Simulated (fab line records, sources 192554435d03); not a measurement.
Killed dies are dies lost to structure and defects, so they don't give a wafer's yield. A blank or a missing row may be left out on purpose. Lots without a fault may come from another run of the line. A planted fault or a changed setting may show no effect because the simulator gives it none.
A struck lot beside a sound one | flow n5_finfet | 39 steps out of a route of 1938
Sound: wafers L473.4, L473.5, L473.6. Struck: wafers L468.4, L468.5, L468.6. The cause comes at the end.
At each step with rows: each side's tool, then ch and its chambers, then its first start. Under that, the readings that differ: sound wafers | struck wafers | difference of the means | sigmas: that difference in standard deviations of wafers without a fault.
alike: readings whose means differ by less than 2 such deviations, and words and numbers that are the same on both sides. not compared: withheld readings, readings that some wafer has no value for, bounds like >300 that may hide the same value, and numbers for which the record gives no deviation and whose values overlap.
The two part at a step that has a row with sigmas, a row that says differs or no value, or rows on one side only. Numbers that don't overlap but have no deviation are shown without sigmas and don't part them. A reading that every wafer of one side lacks parts them only if that side has two wafers or more.

first, 9 steps without rows for these wafers: N5_BEOL_M4_ANNEAL_95 (time 240 s); N5_BEOL_M4_SPUTTER_96 (material Cu, target thk 4.5 nm, time 8.29 s); N5_BEOL_M4_ECD_50 (material Cu, target thk 300 nm); N5_BEOL_M4_ANNEAL_51 (time 90 s); N5_BEOL_M4_CMP_52 (polishes, stops on SiOC, t overpolish 6.8 s, target thk 40 nm); N5_BEOL_M4_PRE_CLEAN_60 (time 15 s); N5_BEOL_M4_CO_CAP_55 (material Co, precursor CCTBA/H2, target thk 2 nm, time 102.1 s); N5_BEOL_M4_PRE_CLEAN_56 (time 15 s); N5_BEOL_M4_DEP_57 (deposits SiCN from 3MS/NH3, target thk 8 nm, time 14 s).
N5_BEOL_M4_RC_MEAS_101:
  sound on prober-01 ch 0, day 12 10:08; struck on prober-02 ch 0, day 11 07:40
  alike: DIBL_N, DIBL_P, IOFF_N, IOFF_P, ION_N, ION_P, SS_N, SS_P, VT_N, VT_P
then, 24 steps without rows for these wafers: N5_BEOL_M5_ILD_DEP_00 (deposits SiCOH lowk from DEMS/porogen, target thk 140.64 nm, time 25.9 s); N5_BEOL_M5_CURE_79 (cures SiCOH lowk, time 240 s); N5_BEOL_M5_PECVD_70 (deposits SiO2 from TEOS/O2, target thk 16 nm, time 18 s); N5_BEOL_M5_HM_DEP_02 (deposits TiN, target thk 20 nm); N5_BEOL_M5_COAT_59 (time 60 s, resist thk 60 nm); N5_BEOL_M5_COAT_60 (time 60 s, resist thk 12 nm); N5_BEOL_M5_COAT_71 (time 60 s, resist thk 5 nm); N5_BEOL_M5_COAT_05 (resist thk 30 nm); N5_BEOL_M5_EBR_07; N5_BEOL_M5_SOFTBAKE_06 (time 60 s); N5_BEOL_M5_EXPOSE_08 (exposes mask M5, target cd 28 nm); N5_BEOL_M5_PEB_09 (peb time 60 s); N5_BEOL_M5_DEVELOP_10 (develop time 30 s); N5_BEOL_M5_DESCUM_16 (chemistry O2, time 7 s); N5_BEOL_M5_ETCH_72 (etches underlayer in N2/H2, target depth 6.5 nm, time 5.2 s); N5_BEOL_M5_ETCH_61 (etches SiARC in CF4, target depth 15.6 nm, time 26 s); N5_BEOL_M5_ETCH_62 (etches SOC in N2/H2, target depth 75 nm, overetch 15 nm, time 112.5 s); N5_BEOL_M5_STRIP_63 (strips in N2/H2); N5_BEOL_M5_STRIP_73 (strips in N2/H2); N5_BEOL_M5_STRIP_64 (strips in CF4); N5_BEOL_M5_HM_OPEN_17 (chemistry Cl2/BCl3, target TiN, target depth 20 nm, overetch 6 nm); N5_BEOL_M5_STRIP_19 (strips in O2); N5_BEOL_M5_COAT_65 (time 60 s, resist thk 60 nm); N5_BEOL_M5_COAT_66 (time 60 s, resist thk 12 nm).
-- the record jumps here: 3 days lie between the struck wafers' starts before and after (it left off in module BEOL_M5 and takes up again in module BEOL_M15, whose first step shown is number 1809 of the route) --
N5_BEOL_M15_TRENCH_ETCH_34: etches SiO2 in C4F8/O2/Ar, target depth 872.93 nm, time 199 s.
  sound on rie_diel-01 ch 0,1,3, day 15 17:59; struck on rie_diel-03 ch 1,2,3, day 14 14:24
  no value came back on the struck wafers for any of 8 readings (C4F8_flow_sccm (sccm), O2_flow_sccm (sccm) and others); on the sound wafers C4F8_flow_sccm (sccm) reads 15.90 15.98 16.05
  reading                                    | sound           | struck          | difference | sigmas
  model.coat_of_BEOL_M15_COAT_22.thk_nm (nm) | 556 542.4 525.6 | 719.6 721 720.2 | +178.9     |
  not compared: rf_hours_counter_h
N5_BEOL_M15_CMP_49: polishes, stops on SiO2, t overpolish 4.9 s, target thk 850 nm.
  sound on cmp-04 ch 0,3, day 15 22:19; struck on cmp-03 ch 0,1,2, day 14 16:50
  reading                                 | sound           | struck | difference | sigmas
  model.Cu_of_BEOL_M15_ECD_47.thk_nm (nm) | 808.2 850 900.6 | 0 0 0  | -853       |
  alike: motor_current_A
N5_BEOL_M15_THK_MEAS_50: measures by xrf.
  sound on film_metro-01, day 15 22:37; struck on film_metro-02, day 14 17:04
  reading      | sound       | struck | difference                    | sigmas
  M15_THK (nm) | 822 867 919 | - - -  | no value on the struck wafers |
N5_BEOL_M15_RS_MEAS_54: measures by four-point-probe.
  sound on film_metro-02, day 15 22:44; struck on film_metro-01, day 14 17:11
  reading         | sound                | struck               | difference | sigmas
  M15_RS (ohm/sq) | 0.0227 0.0216 0.0203 | 33.074 33.131 32.628 | +32.923    | +99 or more
N5_PASSIVATION_PROBE_49:
  sound on prober-01, day 16 14:06; struck on prober-02, day 15 12:04
  reading                  | sound          | struck         | difference | sigmas
  defect_limited_yield (%) | 93.1 93.5 90.9 | 0 0 0          | -92        | -62
  killed_at_M4_up          | 3 12 18        | 1090 1100 1099 | +1085      | +99 or more
  killed_dies              | 81 77 107      | 1180 1180 1180 | +1092      | +61
  killed_on_rim            | 11 15 14       | 152 152 152    | +139       | +33
  sort_bin_5_function (%)  | 3.3 3.1 5.3    | 96.7 97.0 96.9 | +93.0      | +93
  sort_n_pass              | 1099 1103 1073 | 0 0 0          | -1092      | -61
  sort_yield_pct (%)       | 93.1 93.5 90.9 | 0 0 0          | -92        | -62
  alike: killed_at_M0_to_M3, killed_at_contacts, killed_at_front_end, killed_at_other, killed_open, killed_short, sort_bin_6_memory

WHERE THEY PART
First at N5_BEOL_M15_TRENCH_ETCH_34; last, within this record, at N5_PASSIVATION_PROBE_49.

WHY: what the simulator had put in
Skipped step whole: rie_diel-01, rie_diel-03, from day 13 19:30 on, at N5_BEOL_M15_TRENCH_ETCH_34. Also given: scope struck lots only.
